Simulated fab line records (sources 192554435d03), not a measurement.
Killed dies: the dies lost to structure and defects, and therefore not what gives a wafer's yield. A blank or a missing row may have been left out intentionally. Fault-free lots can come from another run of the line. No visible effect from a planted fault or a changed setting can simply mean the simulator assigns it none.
A single fault, viewed from 2 desks || flow n5-finfet || each desk holds nothing but its own numbers, with what lay behind them at the end

== THE DEFECT DESK ==
Lot by lot, what the route's inspections counted, given as the mean of those sampled wafers with a number. Marked OUT: a lot whose mean sits more than 4 standard deviations from the usual mean, which makes it out of limits; the brackets give that distance.
Columns: A = raw-defect-count at N5_MIM_TOP_LITHO_INSPECT_12, usual 2.0
{"lot": "L410", "first seen here": "day 12 07:03", "A": 2.7}
{"lot": "L412", "first seen here": "day 12 17:28", "A": 3.0}
{"lot": "L415", "first seen here": "day 13 11:55", "A": 2.0}
{"lot": "L416", "first seen here": "day 14 01:59", "A": 1.0}
{"lot": "L421", "first seen here": "day 15 07:26", "A": 3.5}
{"lot": "L424", "first seen here": "day 16 20:49", "A": 1.7}
{"lot": "L428", "first seen here": "day 17 10:20", "A": 2.0}
{"lot": "L426", "first seen here": "day 17 17:11", "A": 2.7}
{"lot": "L429", "first seen here": "day 17 17:39", "A": 1.0}
{"lot": "L430", "first seen here": "day 18 02:32", "A": 1.7}
{"lot": "L431", "first seen here": "day 18 15:43", "A": 1.7}
This desk found nothing out of limits on any of the 11 lots.

== FROM THE METROLOGY DESK ==
What the gauges read for every lot (on any tool): the sampled wafers with a number, averaged. Marked OUT: a lot whose mean sits more than 4 standard deviations from the usual mean, which makes it out of limits; the brackets give that distance.
Columns: A = cd-nm at N5_MIM_TOP_LITHO_CD_MEAS_08, usual 1998.3 nm
{"lot": "L410", "first seen here": "day 12 07:00", "A": 2000.4}
{"lot": "L412", "first seen here": "day 12 17:25", "A": 1999.3}
{"lot": "L415", "first seen here": "day 13 11:52", "A": 1997.4}
{"lot": "L416", "first seen here": "day 14 01:56", "A": "1984.2 (-5.2) OUT"}
{"lot": "L421", "first seen here": "day 15 07:22", "A": 1987.6}
{"lot": "L424", "first seen here": "day 16 20:46", "A": 1997.1}
{"lot": "L428", "first seen here": "day 17 10:17", "A": 1996.3}
{"lot": "L426", "first seen here": "day 17 17:07", "A": 1997.1}
{"lot": "L429", "first seen here": "day 17 17:36", "A": 1999.9}
{"lot": "L430", "first seen here": "day 18 02:29", "A": 1997.7}
{"lot": "L431", "first seen here": "day 18 15:39", "A": 2001.0}
This desk's verdict: out of limits on L416, starting with L416 at day 14 01:56 (cd-nm at N5_MIM_TOP_LITHO_CD_MEAS_08). Within limits: L410, L412, L415, L421, L424, L428, L426, L429, L430, L431.

== TAKEN TOGETHER ==
L416 would have let the metrology desk raise an alarm at day 14 01:56.
Nothing the defect desk looked at was out of limits.
The defect desk has L416 on record, within its limits.
Of the lots named, all ran N5_MIM_TOP_LITHO_EXPOSE_05 on krf-scanner-02.

== WHAT THE SIMULATOR PUT IN ==
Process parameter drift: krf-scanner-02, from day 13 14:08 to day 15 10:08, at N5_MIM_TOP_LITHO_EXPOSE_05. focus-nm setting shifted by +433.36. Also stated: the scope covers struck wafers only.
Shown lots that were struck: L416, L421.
Delay in hours, fault start to first out-of-limits reading, per desk: metrology desk 12.
